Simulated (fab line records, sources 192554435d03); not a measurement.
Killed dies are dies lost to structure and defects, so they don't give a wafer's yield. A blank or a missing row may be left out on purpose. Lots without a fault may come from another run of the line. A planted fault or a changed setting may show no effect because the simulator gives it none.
fab line records | flow n5_finfet | part 2 of 2: steps 17 to 25 of 25
record lots=5 wafers=15 last_day=17
route steps=1938 shown MOL_CONTACT_COAG@609 BEOL_M0_SAQP@632
lots that met no fault: from a run of the same line without faults
start_h: hours from the record's first day to the start of the lot's first wafer shown | wait_h: hours since the lot's step before | " the same as in the row above | L1.1+2: a row that stands for several wafers | - no value, or no start given | * or withheld: withheld | < > ~ a bound
route shown NAME@n: a module of which the file shows steps, and the number in the route of the first | usual: mean/standard deviation of fault-free wafers | same: alike in all rows | chamber/n: place in a boat | sites: the reading at each site | _std_site: their standard deviation | _edge_site: outer sites' mean less inner sites' | radius_mm: how far each site lies from the wafer's centre | mask NAME#n: copy n | behind: the tool/chamber that last shaped the wafer | hold: why the lot was held/for how many hours/how that ended | device: the transistor (n, p or np) that didn't switch | end of line: the same wafers' tests at the end of the route | a step without rows: its recipe alone | killed: dies lost to structure and defects at the first sort, not the wafer's yield | map: a wafer's dies, x killed, . not, _ none there
set.NAME: the setting as run; set.NAME@STEP: as run at that earlier step | model.NAME: the simulator's own value behind a step, which no gauge read
lots at some steps of the route; a table a step, a row a wafer
services: from which hour (start_h, from the record's first day; less than 0 if before it) a tool's chamber was out of use, for how many hours, and why
## steps
# step N5_MOL_CONTACT_COAG_PRECLEAN_127
# recipe chemistry=DIW time_s=57.5 temp_c=23
# usual temp_c=23.00/0.12
# columns lot.wafer tool chamber start_h wait_h temp_c
L080.3 wet_bench-03 2 149.29 0.1 22.87
L080.5 " 7 " " 22.77
L080.6 " 6 " " 22.90
L084.1 wet_bench-02 2 165.57 0.2 22.90
L084.2 " 0 " " 22.95
L084.4 " 3 " " 22.92
L090.1 wet_bench-02 7 202.99 0.2 23.04
L090.2 " 1 " " 22.78
L090.5 " 6 " " 22.90
L094.3 wet_bench-04 4 226.74 0.1 23.01
L094.5 " 2 " " 23.07
L094.6 " 1 " " 22.95
L095.1 wet_bench-04 7 227.25 0.2 22.89
L095.5 " 0 " " 22.88
L095.6 " 2 " " 22.88
# step N5_MOL_CONTACT_COAG_SRD_128
# recipe dry_time_s=32 dry=n2_spin spin_rpm=1500
# usual spin_rpm=1500.1/0.72
# columns lot.wafer tool chamber start_h wait_h spin_rpm
L080.3 wet_bench-03 2 149.31 0.0 1500.0
L080.5 " 7 " " 1498.8
L080.6 " 6 " " 1499.3
L084.1 wet_bench-02 2 165.59 0.0 1500.6
L084.2 " 0 " " 1500.2
L084.4 " 3 " " 1499.9
L090.1 wet_bench-02 7 203.02 0.0 1500.7
L090.2 " 1 " " 1499.7
L090.5 " 6 " " 1500.3
L094.3 wet_bench-04 4 226.76 0.0 1500.8
L094.5 " 2 " " 1499.9
L094.6 " 1 " " 1500.9
L095.1 wet_bench-04 7 227.27 0.0 1500.2
L095.5 " 0 " " 1499.3
L095.6 " 2 " " 1500.2
# step N5_MOL_CONTACT_COAG_CMP_52
# recipe stop_on=SiO2 t_overpolish_s=1.5 post_cmp_clean=w_dilute_nh4oh down_force_psi=4 platen_rpm=50.289 pad_velocity_m_s=1.0006 target_thk_nm=66.5
# usual motor_current_A=11.9/1.4 overpolish_run_s=1.501/0.0094 pad_life_wafers=1043/490 time_to_endpoint_s=12.2/2.6
# columns lot.wafer tool chamber start_h wait_h motor_current_A overpolish_run_s pad_life_wafers time_to_endpoint_s
L080.3 cmp-01 0 149.35 0.0 10.9 1.489 1896 16.2
L080.5 " 0 " " 10.8 1.508 - 15.0
L080.6 " 1 " " 11.7 1.496 - 13.4
L084.2 cmp-03 3 165.63 0.0 9.9 1.505 834 9.6
L084.1 " 1 " " 11.3 1.488 836 11.7
L084.4 " 2 " " 13.9 1.495 837 9.3
L090.1 cmp-03 2 203.13 0.1 14.4 1.500 1196 6.6
L090.2 " 3 " " 9.7 1.508 1197 11.5
L090.5 " 0 " " 13.4 1.517 - 10.8
L094.3 cmp-03 1 226.79 0.0 11.3 1.492 1398 12.9
L094.5 " 1 " " 11.1 1.505 - 14.2
L094.6 " 2 " " 14.7 1.499 - 9.1
L095.1 cmp-01 2 227.41 0.1 14.1 1.500 483 12.1
L095.5 " 3 " " 12.9 1.493 - 13.4
L095.6 " 0 " " 11.3 1.509 - 13.8
# step N5_MOL_CONTACT_COAG_THK_MEAS_53
# recipe reads=SiO2_of_MOL_CONTACT_COAG_PECVD_31
# usual VIA_MOL_THK=43.9/0.64
# columns lot.wafer tool chamber start_h wait_h VIA_MOL_THK[nm]
L080.3 film_metro-02 - 149.64 - 43.5
L080.5 " - " " 44.4
L080.6 " - " " 43.9
L084.1 film_metro-01 - 165.92 - 42.7
L084.2 " - " " 43.8
L084.4 " - " " 43.9
L090.1 film_metro-02 - 203.35 - 42.7
L090.2 " - " " 43.9
L090.5 " - " " 45.0
L094.3 film_metro-02 - 227.09 - 44.3
L094.5 " - " " 44.9
L094.6 " - " " 44.5
L095.1 film_metro-01 - 227.59 - 43.5
L095.5 " - " " 43.1
L095.6 " - " " 44.4
# step N5_MOL_CONTACT_COAG_ANNEAL_112
# recipe temp_c=400 time_s=1800 ambient=HPD2 pressure_atm=10
# usual wafer_temp_C_max=401.7/0.41 zone_power_centre_pct=9.58/0.096
# columns lot.wafer tool chamber start_h wait_h wafer_temp_C_max zone_power_centre_pct
L080.3 hp_anneal-01 0 149.67 0.0 402.0 9.53
L080.5 " 0 " " 402.1 9.44
L080.6 " 0 " " 402.1 9.48
L084.1 hp_anneal-01 0 165.95 0.0 402.2 9.57
L084.2 " 0 " " 401.9 9.44
L084.4 " 0 " " 401.4 9.65
L090.1 hp_anneal-01 0 203.37 0.0 401.7 9.60
L090.2 " 0 " " 401.3 9.66
L090.5 " 0 " " 402.2 9.35
L094.3 hp_anneal-01 0 227.11 0.0 402.3 9.57
L094.5 " 0 " " 402.3 9.58
L094.6 " 0 " " 401.1 9.53
L095.1 hp_anneal-01 0 230.11 2.5 401.6 9.50
L095.5 " 0 " " 402.3 9.72
L095.6 " 0 " " 401.9 9.68
# step N5_MOL_CONTACT_COAG_INSPECT_97
# recipe inspect_instrument=darkfield mode=post_anneal
# usual raw_defect_count=46/17
# columns lot.wafer tool chamber start_h wait_h raw_defect_count
L080.3 defect_inspect-02 - 152.74 0.1 56
L080.5 " - " " 29
L080.6 " - " " 75
L084.1 defect_inspect-01 - 168.98 0.0 38
L084.2 " - " " 55
L084.4 " - " " 43
L090.1 defect_inspect-02 - 206.41 0.0 88
L090.2 " - " " 25
L090.5 " - " " 68
L094.3 defect_inspect-02 - 230.18 0.1 20
L094.5 " - " " 100
L094.6 " - " " 40
L095.1 defect_inspect-01 - 233.15 0.0 58
L095.5 " - " " 69
L095.6 " - " " 55
# step N5_BEOL_M0_SAQP_PECVD_00
# recipe material=SiCN target_thk_a=80 temp_c=withheld precursor=3MS/NH3 pressure_torr=3 rf_w=202 time_s=14
# usual showerhead_plenum_p_Torr=3.667/0.015 throttle_valve_pct=9.1/0.35
# columns lot.wafer tool chamber start_h wait_h showerhead_plenum_p_Torr since_wet_clean_h throttle_valve_pct
L080.3 pecvd-02 1 153.05 0.1 3.656 - 8.7
L080.5 " 0 " " 3.670 - 9.3
L080.6 " 1 " " 3.672 - 8.5
L084.1 pecvd-01 0 169.32 0.2 3.667 873 8.8
L084.2 " 1 " " 3.646 1598 9.6
L084.4 " 0 " " 3.674 - 8.9
L090.1 pecvd-02 1 206.74 0.2 3.686 1998 8.6
L090.2 " 2 " " 3.689 518 9.4
L090.5 " 2 " " 3.696 - 9.7
L094.3 pecvd-01 1 230.47 0.1 3.657 1659 9.7
L094.5 " 2 " " 3.656 - 8.6
L094.6 " 1 " " 3.659 - 9.6
L095.1 pecvd-01 0 233.48 0.2 3.687 937 9.0
L095.5 " 0 " " 3.681 - 8.7
L095.6 " 1 " " 3.660 - 9.6
# step N5_BEOL_M0_SAQP_ILD_DEP_01
# recipe material=SiOC target_thk_a=454.19 temp_c=350 precursor=DEMS/O2 pressure_torr=5 rf_w=500 time_s=8.7
# usual heater_power_w=502/120 showerhead_plenum_p_Torr=5.697/0.014 throttle_valve_pct=12.0/0.46
# columns lot.wafer tool chamber start_h wait_h heater_power_w showerhead_plenum_p_Torr since_wet_clean_h throttle_valve_pct
L080.3 pecvd-02 1 153.09 0.0 633 5.696 - 11.5
L080.5 " 0 " " 666 5.698 - 12.4
L080.6 " 1 " " 650 5.705 - 11.4
L084.1 pecvd-01 0 169.34 0.0 425 5.710 873 11.5
L084.2 " 1 " " 537 5.703 1598 12.5
L084.4 " 0 " " 424 5.717 - 11.7
L090.1 pecvd-02 1 206.77 0.0 752 5.698 1998 11.3
L090.2 " 2 " " 490 5.719 518 12.1
L090.5 " 2 " " 488 5.709 - 12.3
L094.3 pecvd-01 1 230.50 0.0 570 5.683 1659 12.8
L094.5 " 2 " " 380 5.693 - 11.6
L094.6 " 1 " " 552 5.677 - 12.6
L095.1 pecvd-01 0 233.51 0.0 430 5.715 937 11.8
L095.5 " 0 " " 420 5.718 - 11.8
L095.6 " 1 " " 578 5.704 - 12.6
# step N5_BEOL_M0_SAQP_HM_DEP_02
# recipe material=TiN target_thk_a=120 temp_c=25 chamber_pressure_pa=0.49996
# usual throttle_valve_pct=29.4/1.1
# columns lot.wafer tool chamber start_h wait_h throttle_valve_pct
L080.3 pvd_sputter-03 - 154.61 1.5 28.2
L080.5 " - " " 30.9
L080.6 " - " " 28.5
L084.1 pvd_sputter-03 - 170.00 0.6 28.7
L084.2 " - " " 28.6
L084.4 " - " " 30.9
L090.1 pvd_sputter-01 - 206.82 0.0 28.9
L090.2 " - " " 27.8
L090.5 " - " " 27.7
L094.3 pvd_sputter-03 - 231.39 0.9 28.7
L094.5 " - " " 30.8
L094.6 " - " " 28.5
L095.1 pvd_sputter-02 - 234.46 0.9 30.2
L095.5 " - " " 31.1
L095.6 " - " " 30.2
## services
# columns tool chamber start_h hours kind
rie_diel-05 2 127.78 5.4 repair
cmp-03 - 129.43 6.3 repair
cvd_w-02 1 132.96 2.9 repair
rie_diel-04 0 133.20 5.6 repair
plasma_asher-01 - 144.23 41.7 repair
rie_diel-04 1 144.24 - clean
rie_diel-04 1 144.24 - consumable_replace:focus_ring
rie_diel-04 1 144.24 17.1 scheduled_down
rie_diel-04 1 144.24 17.1 vent_cycle
pecvd-02 2 151.94 5.0 scheduled_down
rie_diel-05 1 153.82 - clean
rie_diel-05 1 153.82 - consumable_replace:focus_ring
rie_diel-05 1 153.82 20.4 scheduled_down
rie_diel-05 1 153.82 20.4 vent_cycle
pecvd-02 - 172.67 1.9 repair
cmp-01 - 173.70 4.0 pm
pecvd-02 0 186.88 2.1 scheduled_down
cvd_w-02 1 190.39 2.4 repair
cmp-01 - 190.44 1.3 repair
cmp-03 - 204.80 1.4 repair
cvd_w-02 - 205.70 6.9 pm
rie_diel-05 3 207.52 3.0 repair
cvd_w-01 - 215.56 1.2 repair
pecvd-02 - 217.46 14.6 pm
